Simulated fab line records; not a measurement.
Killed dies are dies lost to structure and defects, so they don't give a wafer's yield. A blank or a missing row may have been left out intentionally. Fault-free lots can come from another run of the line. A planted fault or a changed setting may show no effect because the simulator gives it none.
Which tool was responsible? -- flow n5Finfet -- Sampling: 11 lots, 33 wafers, 2 of 1938 route steps

WHAT EACH GAUGE READ, for each wafer
N5_BEOL_M12_OVL_MEAS_11.
lot,measured,on,V11_OVL (nm)
L238,day 11 08:23,overlay-01,0 4 -5
L239,day 11 19:33,overlay-02,10 8 1
L240,day 12 05:08,overlay-01,3 -3 0
L243,day 12 17:28,overlay-01,4 2 -2
L245,day 13 05:10,overlay-02,-2 4 5
L251,day 14 21:07,overlay-01,-7 -5 -6
L252,day 15 02:47,overlay-01,5 0 5
L255,day 15 18:47,overlay-01,-1 -4 4
L256,day 15 18:45,overlay-01,1 2 0
L257,day 16 16:20,overlay-02,-9 3 -10
L261,day 16 20:53,overlay-01,-2 4 5

WHICH TOOL RAN EACH LOT (tool, then ch and the chambers of the sampled wafers, then the start)
lot,N5_BEOL_M11_DEGAS_44
L238,"pvdSputter-01, day 11 05:56"
L239,"pvdSputter-02, day 11 16:52"
L240,"pvdSputter-03, day 12 02:16"
L243,"pvdSputter-01, day 12 14:56"
L245,"pvdSputter-02, day 13 02:07"
L251,"pvdSputter-01, day 14 18:43"
L252,"pvdSputter-01, day 14 23:59"
L255,"pvdSputter-01, day 15 15:56"
L256,"pvdSputter-03, day 15 15:57"
L257,"pvdSputter-01, day 16 14:03"
L261,"pvdSputter-02, day 16 18:26"
- N5_BEOL_M11_DEGAS_44: time 60 s.

THE ANSWER, worked out from the rows above alone
Rule: the lots themselves supply what counts as usual. The widest of any qualifying gaps counts: lots, ordered by their means at a reading, are off when they make up no more than a third of the lots, leave a main group of 4 or more, and stand apart from it by 3 or more times the standard deviation of that group's means. A main group is skipped when, at the precision printed for the reading in the tables above, its means are all equal. A lot without any number at a reading at which 4 lots or more have one is off too. All remaining lots with rows at the step are treated as sound.
No lot is off at any reading shown: from this, nothing can be told.

WHAT THE SIMULATOR HAD PUT IN
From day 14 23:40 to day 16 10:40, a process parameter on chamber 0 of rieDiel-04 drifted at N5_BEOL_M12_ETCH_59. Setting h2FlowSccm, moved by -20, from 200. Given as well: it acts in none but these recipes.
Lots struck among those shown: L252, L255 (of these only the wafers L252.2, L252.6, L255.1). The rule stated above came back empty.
